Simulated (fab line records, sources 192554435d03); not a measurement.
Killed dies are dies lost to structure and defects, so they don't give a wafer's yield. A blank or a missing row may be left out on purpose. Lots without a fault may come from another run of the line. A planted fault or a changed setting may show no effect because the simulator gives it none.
Chamber matching | flow n5_finfet | N5_BEOL_M13_ETCH_67 on rie_diel-03: 4 sister chambers
The step etches SiARC in CF4, target depth 143 nm, time 238.3 s. 24 wafers are shown with their chamber, then 12 later ones without.

WAFERS WITH THEIR CHAMBER
wafer  | chamber | drypump_motor_current_A (A) | showerhead_plenum_p_Torr (Torr) | throttle_valve_pct (%)
L074.1 | 3       | 4.7                         | 2.08                            | 15.76
L074.2 | 2       | 5.4                         | 2.24                            | 15.85
L074.6 | 1       | 5.9                         | 2.17                            | 15.52
L076.1 | 1       | 5.9                         | 2.17                            | 15.52
L076.2 | 2       | 5.4                         | 2.24                            | 15.88
L076.4 | 0       | 5.2                         | 2.28                            | 15.47
L077.2 | 1       | 5.9                         | 2.17                            | 15.53
L077.5 | 0       | 5.2                         | 2.28                            | 15.46
L077.6 | 3       | 4.7                         | 2.08                            | 15.78
L083.2 | 1       | 5.9                         | 2.17                            | 15.55
L083.5 | 1       | 6.0                         | 2.17                            | 15.57
L083.6 | 2       | 5.4                         | 2.24                            | 15.89
L082.1 | 0       | 5.2                         | 2.28                            | 15.50
L082.4 | 3       | 4.8                         | 2.07                            | 15.78
L082.5 | 2       | 5.4                         | 2.23                            | 15.91
L090.3 | 1       | 5.9                         | 2.16                            | 15.55
L090.5 | 0       | 5.2                         | 2.27                            | 15.54
L090.6 | 3       | 4.7                         | 2.07                            | 15.79
L088.2 | 1       | 5.9                         | 2.16                            | 15.56
L088.3 | 3       | 4.7                         | 2.07                            | 15.81
L088.5 | 0       | 5.2                         | 2.27                            | 15.51
L089.1 | 1       | 5.9                         | 2.16                            | 15.58
L089.2 | 0       | 5.2                         | 2.27                            | 15.52
L089.5 | 1       | 5.9                         | 2.16                            | 15.56

SIGNATURES (means of the wafers above)
reading                  | chamber 0 | chamber 1 | chamber 2 | chamber 3 | scatter within a chamber
drypump_motor_current_A  | 5.200     | 5.911     | 5.400     | 4.720     | 0.0291
showerhead_plenum_p_Torr | 2.2750    | 2.1656    | 2.2375    | 2.0740    | 0.00533
throttle_valve_pct       | 15.5000   | 15.5489   | 15.8825   | 15.7840   | 0.024
Rule: a wafer's distance from a chamber is the root of the sum, over the readings, of the square of ((its reading less the chamber's mean) divided by the reading's scatter). The wafer belongs to the nearest chamber; if the next one is less than 2 further off, it can't be placed. The scatter: the root of (the sum of the squares of (reading less its chamber's mean) over the shown wafers, divided by (wafers less chambers)).

WAFERS WITHOUT THEIR CHAMBER
wafer  | drypump_motor_current_A (A) | showerhead_plenum_p_Torr (Torr) | throttle_valve_pct (%)
L092.2 | 5.4                         | 2.23                            | 15.93
L092.3 | 5.2                         | 2.27                            | 15.53
L092.5 | 4.7                         | 2.07                            | 15.81
L093.1 | 5.2                         | 2.27                            | 15.53
L093.3 | 5.4                         | 2.23                            | 15.92
L093.6 | 5.2                         | 2.27                            | 15.54
L094.2 | 4.7                         | 2.07                            | 15.83
L094.3 | 5.4                         | 2.23                            | 15.93
L094.5 | 4.7                         | 2.07                            | 15.83
L096.3 | 5.2                         | 2.27                            | 15.55
L096.4 | 5.9                         | 2.16                            | 15.60
L096.5 | 5.9                         | 2.16                            | 15.59

WHICH CHAMBER EACH WENT THROUGH
wafer  | from the rows above | in truth
L092.2 | 2                   | 2
L092.3 | 0                   | 0
L092.5 | 3                   | 3
L093.1 | 0                   | 0
L093.3 | 2                   | 2
L093.6 | 0                   | 0
L094.2 | 3                   | 3
L094.3 | 2                   | 2
L094.5 | 3                   | 3
L096.3 | 0                   | 0
L096.4 | 1                   | 1
L096.5 | 1                   | 1
Placed correctly: 12 of 12. Can't be placed from these rows: 0. Placed wrongly: 0.
